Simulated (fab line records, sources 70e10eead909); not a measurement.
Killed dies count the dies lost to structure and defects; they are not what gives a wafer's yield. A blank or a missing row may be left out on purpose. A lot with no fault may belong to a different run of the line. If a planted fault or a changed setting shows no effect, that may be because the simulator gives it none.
Chamber matching	flow nand-harc	NHARC_A_CONTACT_DEP_58 on pecvd-02: 3 sister chambers
The step deposits SiON, target thk 60 nm. 6 wafers are shown with their chamber, then 12 later ones without.

## WAFERS PAIRED WITH THEIR CHAMBERS
wafer	chamber	heater-power-w (W)
L084.1	0	675
L084.4	0	684
L084.5	2	616
L087.2	1	722
L087.5	2	746
L087.6	1	725

## WAFERS WHOSE CHAMBER IS MISSING
wafer	heater-power-w (W)
L086.2	690
L086.5	710
L086.6	690
L093.3	687
L093.5	686
L093.6	716
L093.1	746
L093.2	604
L093.4	599
L097.3	637
L097.5	652
L097.6	675

## THE CHAMBER EACH PASSED THROUGH
wafer	from the rows above	in truth
L086.2	can't be placed: 2 or 0 or 1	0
L086.5	can't be placed: 1 or 2 or 0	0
L086.6	can't be placed: 2 or 0 or 1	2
L093.3	can't be placed: 2 or 0 or 1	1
L093.5	can't be placed: 2 or 0 or 1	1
L093.6	can't be placed: 1 or 2 or 0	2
L093.1	can't be placed: 1 or 2 or 0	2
L093.2	can't be placed: 0 or 2 or 1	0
L093.4	can't be placed: 0 or 2 or 1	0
L097.3	can't be placed: 0 or 2 or 1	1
L097.5	can't be placed: 0 or 2 or 1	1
L097.6	can't be placed: 0 or 2 or 1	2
Correct placement for 0 of the 12. These rows do not allow placing 12 (true chamber among the candidates in 12). 0 placed wrongly.
How it was worked out, from the rows above alone: a wafer's distance from a chamber is the root of the sum, over the readings, of the square of ((its reading less the chamber's mean) divided by the reading's scatter). If the next closest chamber is less than 2 further off than the closest, the wafer can't be placed; otherwise it belongs to the closest. A chamber's mean is the mean of its shown wafers. How the scatter is found: for the shown wafers, subtract from each reading the mean of its chamber, square and add these, divide the total by (wafers less chambers), then take the root.
